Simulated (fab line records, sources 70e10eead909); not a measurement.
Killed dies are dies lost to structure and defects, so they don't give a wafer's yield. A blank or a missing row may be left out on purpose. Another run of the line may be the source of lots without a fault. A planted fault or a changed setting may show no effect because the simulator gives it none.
One fault seen from 3 desks	flow nand harc	numbers are kept per desk, each desk with only its own; the story behind them comes last

## THE DEFECT DESK
For each lot, the counts of the inspections along the route, averaged over the sampled wafers that have a number. A lot is out of limits, marked OUT, if its mean lies more than 4 standard deviations from the usual mean; the brackets give that distance.
Columns: A = raw defect count at NHARC_A_CHANNEL_FILL_D1_INSPECT_13, usual 318
lot	first seen here	A
L375	day 10 14:35	298
L379	day 12 08:07	483
L380	day 13 04:00	165
L387	day 15 17:56	346
L388	day 16 04:47	223
L390	day 17 00:43	351
L389	day 17 00:49	378
L391	day 17 21:10	379
L392	day 18 00:49	273
L393	day 18 20:07	342
L395	day 19 07:42	402
L396	day 19 17:20	398
L397	day 20 10:23	364
L398	day 20 14:53	415
Result from this desk: across the 14 lots, nothing is out of limits.

## FOR THE TOOL OWNER'S DESK: pecvd onon-04
The tool's own readings at NHARC_A_ONON_D2_DEP_03 (target thk 1000 nm): means of the sampled wafers that have a number, for each lot that ran on this tool. A lot is out of limits, marked OUT, if its mean lies more than 4 standard deviations from the usual mean; the brackets give that distance.
Columns: A = susceptor temp C at NHARC_A_ONON_D2_DEP_03, usual 400.05 C
lot	first seen here	A
L375	day 12 07:00	399.87
L379	day 13 21:20	400.27
L380	day 14 14:18	399.83
L392	day 19 09:53	399.94
L393	day 20 05:10	400.07
Result from this desk: across the 5 lots, nothing is out of limits.

## METROLOGY DESK
Lot by lot, what the gauges showed, no matter which tool ran the lot: averages of those sampled wafers that carry a number. A lot is out of limits, marked OUT, if its mean lies more than 4 standard deviations from the usual mean; the brackets give that distance.
Columns: A = thk nm at NHARC_A_ONON_D2_THK_MEAS_02, usual 999 nm; B = thk nm at NHARC_A_ONON_D2_THK_MEAS_05, usual 996 nm
lot	first seen here	A	B
L375	day 12 06:50	990	998
L379	day 13 21:17	999	1404 (+47) OUT
L380	day 14 14:11	1003	1408 (+47) OUT
L387	day 17 04:02	990	1001
L388	day 17 13:58	1009	997
L389	day 18 12:59	998	1002
L390	day 18 13:09	997	990
L392	day 19 09:46	993	987
L391	day 19 09:55	995	997
L393	day 20 05:03	991	1002
L395	day 20 20:44	1004	979
L396	day 21 05:06	1008	992
L397	day 21 19:53	1001	991
L398	day 21 22:37	1010	986
This desk's verdict: out of limits on L379, L380, starting with L379 at day 13 21:51 (thk nm at NHARC_A_ONON_D2_THK_MEAS_05). Within limits: L375, L387, L388, L389, L390, L392, L391, L393, L395, L396, L397, L398.

## ALL TOGETHER
An alarm was possible from the metrology desk at day 13 21:51, on L379, L380.
Nothing the defect desk looked at was out of limits.
Nothing out of limits was seen by the tool owner's desk.
The defect desk has L379, L380 on record, within its limits.
On record at the tool owner's desk: L379, L380, within its limits.
All the named lots went through NHARC_A_ONON_D2_DEP_03 on pecvd onon-04.

## WHAT THE SIMULATOR HAD PUT IN
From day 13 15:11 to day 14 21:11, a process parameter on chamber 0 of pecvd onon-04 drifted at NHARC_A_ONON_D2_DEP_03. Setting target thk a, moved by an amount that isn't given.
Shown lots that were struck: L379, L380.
Delay in hours, fault start to first out-of-limits reading, per desk: metrology desk 7.
